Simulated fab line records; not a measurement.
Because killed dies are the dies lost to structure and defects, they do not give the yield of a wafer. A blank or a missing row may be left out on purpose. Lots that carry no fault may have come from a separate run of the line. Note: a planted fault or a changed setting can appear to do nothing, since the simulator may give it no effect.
fab line records	flow n5Finfet
[record] lots = 5	wafers = 15	lastDay = 16
route steps=1938 shown SD_EPI_P@308 SD_ACTIVATION@330 ILD0@335 SDB@347 BEOL_M4@1111 PASSIVATION@1936
lots that met no fault: from a run of the same line without faults
startH: the number of hours between the record's first day and the start of the first shown wafer of the lot	waitH: hours elapsed since this lot's preceding step	" the same as in the row above	L1.1+2: one row covering several wafers at once	- either no value or no given start	* or withheld: withheld	< > ~ a bound
route shown NAME@n: a module of which the file shows steps, and the number in the route of the first	usual: mean and standard deviation over wafers with no fault	same: alike in all rows	chamber/n: place in a boat	sites: readings site by site	_std_site: their standard deviation	_edge_site: inner sites' mean taken away from outer sites' mean	radiusMm: for every site, how far away it sits from the centre of the wafer	mask NAME#n: copy n	behind: the most recent tool/chamber to have shaped the wafer	hold: why the lot was held/for how many hours/how that ended	device: transistor that didn't switch, given as n, p or np	end of line: the same wafers' tests at the end of the route	for a step that has no rows: nothing shown but its recipe	killed: count of dies lost to structure and defects at first sort (not the wafer's yield)	map: the dies of a wafer, with x for killed, . for not killed, _ for no die there
set.NAME: setting as actually run; set.NAME@STEP: the setting as run at that earlier step	model.NAME: the simulator's own value behind a step, which no gauge read
certain route steps with their lots: each step a table, each wafer a row
services: from which hour (startH, from the record's first day; less than 0 if before it) a tool's chamber was out of use, for how many hours, and why
[[steps]]
[step N5_SD_EPI_P_ETCH_37]
[recipe] chemistry = N2/H2	target = SOC	overetchA = 1080	maskMaterial = SiARC	tempC = 40	ionEnergyEv = 100	sourceW = 3000	biasW = 133	pressureMtorr = 20	timeS = 486	n2FlowSccm = 200	h2FlowSccm = 200	ends = endPoint
[step N5_SD_EPI_P_STRIP_38]
[recipe] chemistry = N2/H2	tempC = 40	n2FlowSccm = 200	h2FlowSccm = 200	rfFrequencyHz = 6e+07
[step N5_SD_EPI_P_ETCHBACK_46]
[recipe] chemistry = CH3F/O2	mode = anisotropicEtchback	target = SiNx	targetDepthA = 175	stopOn = SiO2	overEtchFrac = 0.3	ionEnergyEv = 120	pressureMtorr = 30	sourceW = 395	biasW = 73	Ar_flow_sccm = 150	CH3F_flow_sccm = 30	O2_flow_sccm = 20
[step N5_SD_EPI_P_ETCH_47]
[recipe] chemistry = CH3F/O2	target = SiOCN	targetDepthA = 250	maskMaterial = SOC	ionEnergyEv = 60	biasW = 29	pressureMtorr = 30	sourceW = 410	Ar_flow_sccm = 150	CH3F_flow_sccm = 30	O2_flow_sccm = 20
[step N5_SD_EPI_P_ETCH_16]
[recipe] chemistry = CHF3/O2	target = SiO2	targetDepthA = 50	maskMaterial = SOC	pressureMtorr = 30	sourceW = 650	biasW = 170	Ar_flow_sccm = 200	CHF3_flow_sccm = 50	O2_flow_sccm = 5	ionEnergyEv = 200
[step N5_SD_EPI_P_STRIP_50]
[recipe] chemistry = CHF3/O2	resist = SiARC	rfFrequencyHz = 6e+07
[step N5_SD_EPI_P_SD_RECESS_17]
[recipe] chemistry = HBr/Cl2/O2	targetDepthA = 391	btTimeS = 3	pressureMtorr = 10	icpW = 800	biasW = 112	HBr_flow_sccm = 150	Cl2_flow_sccm = 80	O2_flow_sccm = 12
[step N5_SD_EPI_P_WET_ETCH_45]
[recipe] chemistry = dHF	dilution = withheld	timeS = 10.7	target = SiO2	targetDepthA = 20	tempC = 25	dry = ipaMarangoni	rinseTimeS = 30	rinseTempC = 23
[step N5_SD_EPI_P_STRIP_40]
[recipe] chemistry = N2/H2	powerW = 1000	tempC = 250	h2Frac = 0.65	overashFraction = 0.3	pressureMtorr = withheld	n2FlowSccm = 1750	h2FlowSccm = 3250
[step N5_SD_EPI_P_PRECLEAN_52]
[recipe] chemistry = O3/DIW	timeS = 60	tempC = 22	o3Ppm = 10
[step N5_SD_EPI_P_SRD_20]
[recipe] dry = ipaMarangoni	doPpb = 5	timeS = 30	tempC = 23	rinseLiquid = diw
[step N5_SD_EPI_P_PRECLEAN_51]
[recipe] chemistry = NF3:NH3	afsCycles = 1	tempC = 30	timeS = 20	sublimationTempC = 180	sublimationTimeS = 60	pressureTorr = 3	rfPowerW = 30
[step N5_SD_EPI_P_VAPOR_ETCH_44]
[recipe] chemistry = NF3/Ar	target = SiGe30	tempC = 25	timeS = 3.3	mode = isotropic
lot.wafer	tool	chamber	startH	waitH
L140.2+4+6	epiRpcvd-02	0	61.44	0.1
L145.1+4+5	epiRpcvd-02	0	94.26	0.2
L146.2+4+6	epiRpcvd-03	0	95.75	0.1
L146.2+4+6	epiRpcvd-03	0	96.10	0.3
L147.1+4+6	epiRpcvd-01	0	107.40	0.1
L147.1+4+6	epiRpcvd-01	0	107.75	0.3
L157.3+5+6	epiRpcvd-03	0	162.13	0.1
L157.3+5+6	epiRpcvd-03	0	162.48	0.3
[step N5_SD_EPI_P_EPI_21]
[recipe] material = SiGe:B	dopant = B	tempC = 550	pressureTorr = 20	ambient = H2	timeS = 355
[step N5_SD_EPI_P_HM_STRIP_48]
[recipe] chemistry = H3PO4	tempC = 160	material = SiNx	target = SiNx	targetDepthA = 30	overetchFraction = 0.3
[step N5_SD_EPI_P_SRD_49]
[recipe] dry = ipaMarangoni	timeS = 30	tempC = 23	rinseLiquid = diw
[step N5_SD_EPI_P_PRECLEAN_24]
[recipe] chemistry = O3/DIW	timeS = 45	tempC = 22	o3Ppm = 10
[step N5_SD_EPI_P_PRECLEAN_32]
[recipe] chemistry = dHF	timeS = 10	dilution = 500:1	tempC = 25
[step N5_SD_EPI_P_PRECLEAN_33]
[recipe] chemistry = SC2	timeS = 45	tempC = 35	mix = 1:1:50
[step N5_SD_EPI_P_SRD_25]
[recipe] timeS = 30	tempC = 23	rinseLiquid = diw	dry = ipaMarangoni
[step N5_SD_ACTIVATION_RTA_00]
[recipe] tempC = 975	timeS = 0	ambient = N2	idleTempC = 600	rampUpCPerS = 150	rampDownCPerS = 60	coolToC = 600
[step N5_SD_ACTIVATION_LSA_01]
[recipe] tempC = 1080	timeS = 0.0008	ambient = N2
[step N5_ILD0_LINER_00]
[recipe] material = SiNx	targetThkA = 40	tempC = 400	aldPrecursorFamily = SiH2I2	aldCoReactant = N2/H2-plasma	pulseTimeS = 1	purgeTimeS = 2	coReactantPurgeTimeS = 2	aldCycles = 80	pressureTorr = 2
[step N5_ILD0_FCVD_FILL_01]
[recipe] material = SiO2_flowable	targetThkA = 2000	tempC = 100	pressureTorr = 0.8	rfW = 2000	timeS = 328.3
[step N5_ILD0_CURE_02]
[recipe] tempC = 450	timeS = 1800	ambient = steam	idleTempC = 400	rampUpCPerMin = 5	rampDownCPerMin = 3	densificationPH2oTorr = 640
[step N5_ILD0_CMP_03]
[recipe] stopOn = SiNx	tOverpolishS = 1.9	postCmpClean = alkalineBrush	downForcePsi = 4.1491	platenRpm = 51.796	padVelocityMS = 1.0306	targetThkNm = 197.38
[step N5_ILD0_CMP_07]
[recipe] stopOn = poly-Si	material = SiO2_flowable	tOverpolishS = 1.18	postCmpClean = alkalineBrush	downForcePsi = 4.1491	platenRpm = 51.796	padVelocityMS = 1.0306	targetThkNm = 138.88
[step N5_ILD0_PRECLEAN_10]
[recipe] chemistry = NF3:NH3	afsCycles = 5	timeS = 20	tempC = 30	sublimationTempC = 180	sublimationTimeS = 60	pressureTorr = 3	rfPowerW = 30
[step N5_ILD0_ALD_15]
[recipe] material = SiNx	targetThkA = 240	tempC = 400	aldPrecursorFamily = SiH2I2	aldCoReactant = N2/H2-plasma	pulseTimeS = 1	aldCycles = 480	purgeTimeS = 2	coReactantPurgeTimeS = 2	pressureTorr = 2
[step N5_ILD0_CMP_12]
[recipe] stopOn = poly-Si	material = SiNx	tOverpolishS = 6	postCmpClean = alkalineBrush	downForcePsi = 2.5	platenRpm = 51.8	padVelocityMS = 1.0307	targetThkNm = 17.67
[step N5_SDB_HM_DEP_00]
[recipe] material = SiNx	targetThkA = 400	tempC = 400	precursor = SiH4/NH3/N2	pressureTorr = 1.5	rfW = 300	timeS = 35.3
[step N5_SDB_COAT_03]
[recipe] resist = SOC	tempC = 250	timeS = 60	spinRpm = 1500	resistThkNm = 100
[step N5_SDB_COAT_04]
[recipe] resist = SiARC	tempC = 220	timeS = 60	spinRpm = 1500	resistThkNm = 18
[step N5_BEOL_M4_RC_MEAS_101]
[usual] DIBL_N = 35.8/1.6	DIBL_P = 36.0/2.1	IOFF_N = 0.153/0.026	IOFF_P = 0.21/0.037	ION_N = 673/11	ION_P = 462/7.6	SS_N = 71.4/0.53	SS_P = 73.2/0.67	VT_N = 250/3.2	VT_P = -250/3.7
lot.wafer	tool	chamber	startH	waitH	DIBL_N[mV/V]	DIBL_P[mV/V]	IOFF_N[nA/um]	IOFF_P[nA/um]	ION_N[uA/um]	ION_P[uA/um]	SS_N[mV/dec]	SS_P[mV/dec]	VT_N[mV]	VT_P[mV]
L140.2	prober-02	0	177.56	0.2	35.8	35.8	0.133	0.18	665	453	71.3	73.3	255	-253
L140.4	"	0	"	"	37.1	38.2	0.170	0.22	684	465	71.9	73.8	249	-250
L140.6	"	0	"	"	36.7	37.8	0.159	0.20	675	462	71.5	73.6	251	-252
L145.1	prober-02	0	207.46	0.0	35.2	36.6	0.155	0.22	661	463	72.0	73.8	248	-248
L145.4	"	0	"	"	36.7	37.0	0.168	0.22	670	460	71.9	73.7	251	-250
L145.5	"	0	"	"	36.3	36.8	0.162	0.21	678	459	72.0	73.6	253	-249
L146.2	prober-01	0	207.93	0.2	34.9	-	0.124	-	665	-	70.3	-	255	-
L146.4	"	0	"	"	35.6	-	0.138	-	671	-	70.3	-	249	-
L146.6	"	0	"	"	35.6	-	0.147	-	670	-	71.3	-	251	-
L147.1	prober-02	0	223.90	0.0	34.7	-	0.122	-	654	-	71.1	-	254	-
L147.4	"	0	"	"	35.0	-	0.118	-	661	-	71.1	-	257	-
L147.6	"	0	"	"	34.1	-	0.117	-	652	-	71.3	-	255	-
L157.3	prober-02	0	274.92	0.3	37.6	-	0.163	-	676	-	72.4	-	249	-
L157.5	"	0	"	"	34.0	-	0.105	-	654	-	70.7	-	254	-
L157.6	"	0	"	"	36.4	-	0.141	-	670	-	71.8	-	251	-
[step N5_PASSIVATION_PROBE_49]
[usual] defectLimitedYield = 91.3/1.5	killed_at_M0_to_M3 = 33/12	killed_at_M4_up = 13/5.2	killedAtContacts = 13/6.7	killedAtFrontEnd = 40/11	killedAtOther = 4.1/2.7	killedDies = 103/17	killedOpen = 69/13	killedShort = 33/8.4	sort_bin_4_leakage = 0/0	sort_bin_5_function = 5.1/1	sort_bin_6_memory = 3.2/0.62	sortNPass = 1077/17	sortYieldPct = 91.3/1.5
[same] grossDies = 1180	killedAtBackSide = 0	sort_bin_8_speed[%] = 0
lot.wafer	tool	chamber	startH	waitH	defectLimitedYield[%]	killed_at_M0_to_M3	killed_at_M4_up	killedAtContacts	killedAtFrontEnd	killedAtOther	killedDies	killedOpen	killedShort	sort_bin_4_leakage[%]	sort_bin_5_function[%]	sort_bin_6_memory[%]	sortNPass	sortYieldPct[%]
L140.2	prober-01	-	274.71	0.1	90.4	39	12	29	30	3	113	84	27	0	6.1	3.2	1067	90.4
L140.4	prober-01	-	274.81	0.2	93.9	26	7	8	30	1	72	45	24	0	3.6	2.0	1108	93.9
L140.6	prober-01	-	274.91	0.3	93.1	17	10	19	32	3	81	54	24	0	4.1	2.5	1099	93.1
L145.1	prober-02	-	315.20	0.0	92.6	33	10	4	34	6	87	57	29	0	4.6	2.7	1093	92.6
L145.4	prober-02	-	315.35	0.2	92.6	30	8	12	28	9	87	57	27	0	4.9	2.2	1093	92.6
L145.5	prober-02	-	315.40	0.2	89.6	45	12	9	53	4	123	82	40	0	5.6	4.5	1057	89.6
L146.2	prober-01	-	316.71	0.1	91.9	28	16	15	33	3	95	55	40	91.95	4.3	3.5	0	0
L146.4	prober-01	-	316.81	0.2	92.3	23	15	18	28	7	91	64	26	92.29	4.9	2.5	0	0
L146.6	prober-01	-	316.91	0.3	89.8	49	15	20	31	5	120	85	35	89.83	6.9	3.3	0	0
L147.1	prober-02	-	323.48	0.0	91.9	30	8	25	32	1	96	64	31	91.86	4.7	3.2	0	0
L147.4	prober-02	-	323.63	0.2	87.7	47	11	17	69	1	145	90	55	87.71	7.8	4.2	0	0
L147.6	prober-02	-	323.73	0.3	91.1	23	21	6	53	2	105	72	32	91.10	4.7	4.2	0	0
L157.3	prober-01	-	390.82	0.1	89.5	53	12	12	40	7	124	77	46	89.49	6.5	3.6	0	0
L157.5	prober-01	-	390.92	0.2	92.1	24	7	10	46	6	93	70	23	92.12	4.4	3.3	0	0
L157.6	prober-01	-	390.97	0.3	90.8	31	13	10	53	2	109	80	29	90.76	5.2	3.6	0	0
// killed by level:class
L140.2 MOL_CONTACT_COAG:geometricParticle:open=27 BEOL_M2:geometricParticle:open=12 FIN_SAQP:geometricParticle:open=8 BEOL_M3:geometricParticle:open=7 STI_FIN_REVEAL:geometricParticle:open=6 FIN_SAQP:geometricParticle:short=4 BEOL_M0_SAQP:geometricParticle:open=4 BEOL_M1:geometricParticle:open=4
L140.4 BEOL_M2:geometricParticle:open=9 FIN_SAQP:geometricParticle:short=7 FIN_SAQP:geometricParticle:open=6 MOL_CONTACT_COAG:geometricParticle:open=6 DUMMY_GATE:geometricParticle:open=5 BEOL_M0_SAQP:geometricParticle:open=5 GATE_CUT:geometricParticle:short=4 BEOL_M0_SAQP:geometricParticle:short=3
L140.6 MOL_CONTACT_COAG:geometricParticle:open=16 STI_FIN_REVEAL:geometricParticle:open=5 BEOL_M2:geometricParticle:open=5 STARTING-WAFER:geometricParticle:open=5 FIN_SAQP:geometricParticle:short=4 ILD0:geometricParticle:short=3 MOL_CONTACT_COAG:geometricParticle:short=3 BEOL_M0_SAQP:geometricParticle:short=3
L145.1 BEOL_M0_SAQP:geometricParticle:open=8 FIN_SAQP:geometricParticle:short=7 DUMMY_GATE:geometricParticle:open=7 BEOL_M1:geometricParticle:open=7 STI_FIN_REVEAL:geometricParticle:open=6 BEOL_M2:geometricParticle:open=6 FIN_SAQP:geometricParticle:open=5 BEOL_M0_SAQP:geometricParticle:short=4
L145.4 MOL_CONTACT_COAG:geometricParticle:open=10 BEOL_M0_SAQP:geometricParticle:open=8 BEOL_M1:geometricParticle:open=7 FIN_SAQP:geometricParticle:open=6 BEOL_M0_SAQP:geometricParticle:short=6 GATE_CUT:geometricParticle:short=5 FIN_SAQP:geometricParticle:short=4 DUMMY_GATE:geometricParticle:open=4
L145.5 BEOL_M0_SAQP:geometricParticle:short=14 BEOL_M0_SAQP:geometricParticle:open=11 FIN_SAQP:geometricParticle:open=10 BEOL_M1:geometricParticle:open=10 FIN_SAQP:geometricParticle:short=8 STI_FIN_REVEAL:geometricParticle:open=8 MOL_CONTACT_COAG:geometricParticle:open=8 DUMMY_GATE:geometricParticle:open=7
L146.2 MOL_CONTACT_COAG:geometricParticle:open=11 BEOL_M0_SAQP:geometricParticle:short=10 FIN_SAQP:geometricParticle:open=7 BEOL_M4:geometricParticle:short=6 BEOL_M1:geometricParticle:open=5 BEOL_M2:geometricParticle:open=5 BEOL_M7:geometricParticle:open=5 FIN_SAQP:geometricParticle:short=4
L146.4 MOL_CONTACT_COAG:geometricParticle:open=15 STI_FIN_REVEAL:geometricParticle:open=10 BEOL_M4:geometricParticle:short=7 BEOL_M1:geometricParticle:open=5 BEOL_M0_SAQP:geometricParticle:short=4 BEOL_M2:geometricParticle:open=4 MIM_TOP_ETCH:geometricParticle:open=4 STARTING-WAFER:geometricParticle:open=4
L146.6 MOL_CONTACT_COAG:geometricParticle:open=18 BEOL_M1:geometricParticle:open=15 BEOL_M0_SAQP:geometricParticle:short=9 BEOL_M4:geometricParticle:open=8 STI_FIN_REVEAL:geometricParticle:open=7 BEOL_M3:geometricParticle:open=7 BEOL_M2:geometricParticle:open=6 BEOL_M0_SAQP:geometricParticle:open=6
L147.1 MOL_CONTACT_COAG:geometricParticle:open=20 BEOL_M2:geometricParticle:open=14 FIN_SAQP:geometricParticle:open=8 FIN_SAQP:geometricParticle:short=6 MOL_CONTACT_COAG:geometricParticle:short=5 BEOL_M0_SAQP:geometricParticle:short=5 STI_FIN_REVEAL:geometricParticle:short=3 BEOL_M5:geometricParticle:open=3
L147.4 FIN_SAQP:geometricParticle:short=24 FIN_SAQP:geometricParticle:open=21 MOL_CONTACT_COAG:geometricParticle:open=13 STI_FIN_REVEAL:geometricParticle:open=12 BEOL_M0_SAQP:geometricParticle:short=10 BEOL_M0_SAQP:geometricParticle:open=9 BEOL_M3:geometricParticle:open=8 BEOL_M2:geometricParticle:open=7
L147.6 FIN_SAQP:geometricParticle:open=17 BEOL_M4:geometricParticle:open=14 FIN_SAQP:geometricParticle:short=10 GATE_CUT:geometricParticle:open=6 STI_FIN_REVEAL:geometricParticle:open=6 BEOL_M2:geometricParticle:open=6 BEOL_M0_SAQP:geometricParticle:open=5 BEOL_M1:geometricParticle:open=5
L157.3 BEOL_M0_SAQP:geometricParticle:open=11 BEOL_M0_SAQP:geometricParticle:short=11 FIN_SAQP:geometricParticle:open=10 BEOL_M1:geometricParticle:open=10 MOL_CONTACT_COAG:geometricParticle:short=6 MOL_CONTACT_COAG:geometricParticle:open=6 BEOL_M2:geometricParticle:open=6 DUMMY_GATE:geometricParticle:open=4
L157.5 STI_FIN_REVEAL:geometricParticle:open=16 FIN_SAQP:geometricParticle:open=9 MOL_CONTACT_COAG:geometricParticle:open=8 BEOL_M3:geometricParticle:open=8 FIN_SAQP:geometricParticle:short=4 DUMMY_GATE:geometricParticle:open=4 GATE_CUT:geometricParticle:short=4 BEOL_M0_SAQP:geometricParticle:open=4
L157.6 STI_FIN_REVEAL:geometricParticle:open=14 FIN_SAQP:geometricParticle:open=11 MOL_CONTACT_COAG:geometricParticle:open=10 BEOL_M3:geometricParticle:open=7 DUMMY_GATE:geometricParticle:open=6 BEOL_M0_SAQP:geometricParticle:short=6 BEOL_M0:geometricParticle:open=5 FIN_SAQP:geometricParticle:short=4
// map L146.6 (x killed, . not)
_________________....x.......________________
______________.......x.........._____________
___________..x.........x...........__________
__________........x....x......x....._________
________..x..........................._______
_______..................x..........x..______
______..xx....................xx.....x.._____
_____..........x....x.xxx................____
____.........x....x..............x........___
___.....x..............................x.x.__
___..x..xx.............xx..x...............__
__.....x....x...x....................x......_
__...x....x.x...............x..............._
_................x...........................
_......................x.....................
_....x.........x......................x......
_x..x.xx...................xx................
_....x..............x........x..x......x....x
_....x............x.........x......x........x
_..x...................x.....x.....x......x..
_.x..............x.......xx.........x.......x
__...xx...xxx.x.x..x...............x...x...._
__.....xx..x......................x...x....._
___...............x.........x..............__
___x...................x.x.....x........x..__
____.......x.x...x...........x.x..........___
_____....xxx..........................x..____
______.........x.............x.........._____
_______........x.....x...........x.....______
________....x....xx..................._______
__________.........x...x....x......._________
___________..............x.......x.__________
______________......x..........x_____________
_________________.x..........________________
// map L147.4 (x killed, . not)
_________________x........xx.________________
______________.x.........x...x.x_____________
___________.x........x.........x.x.__________
__________........x......x..x.x....._________
________........................x....x_______
_______...x............................______
______..xx.x........................x..x_____
_____.......x...........xx...x.....x.x..x____
____......................................___
___x.....x..x..x...x...................x...__
___........................x......x......xx__
__..............x......x.x......x.....x....._
__.....x......x.......x.x..................._
_.............x........x..x..x.......x..x....
_.........x...........x......x............x..
_....x......x...................x............
_................x..........x...xx...........
_............................x........x......
_.x.......x.........x.x...........x..x....x.x
_.x..........x..........x...x...x..x.........
_...xx............xx.x............x......x..x
__...xxx......xxx...................x....xx._
__......x..x..x...x...x..x..............x..._
___............................x...x.....x.__
___...........x..x..........x..........x...__
____....x.........x.......................___
_____.x............x........x...........x____
______............x.......x.........x..._____
_______..x...x...x.x.x............xx...______
________................x.......x....._______
__________..x...x....x........x....._________
___________x...x.........x.......xx__________
______________................x._____________
_________________x.x...x..x..________________
[[services]]
tool	chamber	startH	hours	kind
epiRpcvd-01	-	134.94	2.3	repair
epiRpcvd-02	-	144.49	0.4	repair
[[key]]
[firstSign] step = N5_SD_EPI_P_VAPOR_ETCH_44	reading = visit	direction = added
[effect] step = N5_PASSIVATION_PROBE_49	reading = sort_bin_4_leakage	direction = up	sigmas = 99+	usual = 0	struck = 90.79
metAt N5_SD_EPI_P_VAPOR_ETCH_44
struckWafers L146.2,L146.4,L146.6,L147.1,L147.4,L147.6,L157.3,L157.5,L157.6
[loopTrim] step = N5_BEOL_M4_EXPOSE_08	setting = dose	lots = L147
[fault] kind = repeatedStepWhole	tool = epiRpcvd-01,epiRpcvd-02,epiRpcvd-03	chamber = -	onsetH = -	steps = N5_SD_EPI_P_VAPOR_ETCH_44	times = 1	scope = struckLotsOnly
// loopTrim: a control loop set the setting to another value than it would have without faults
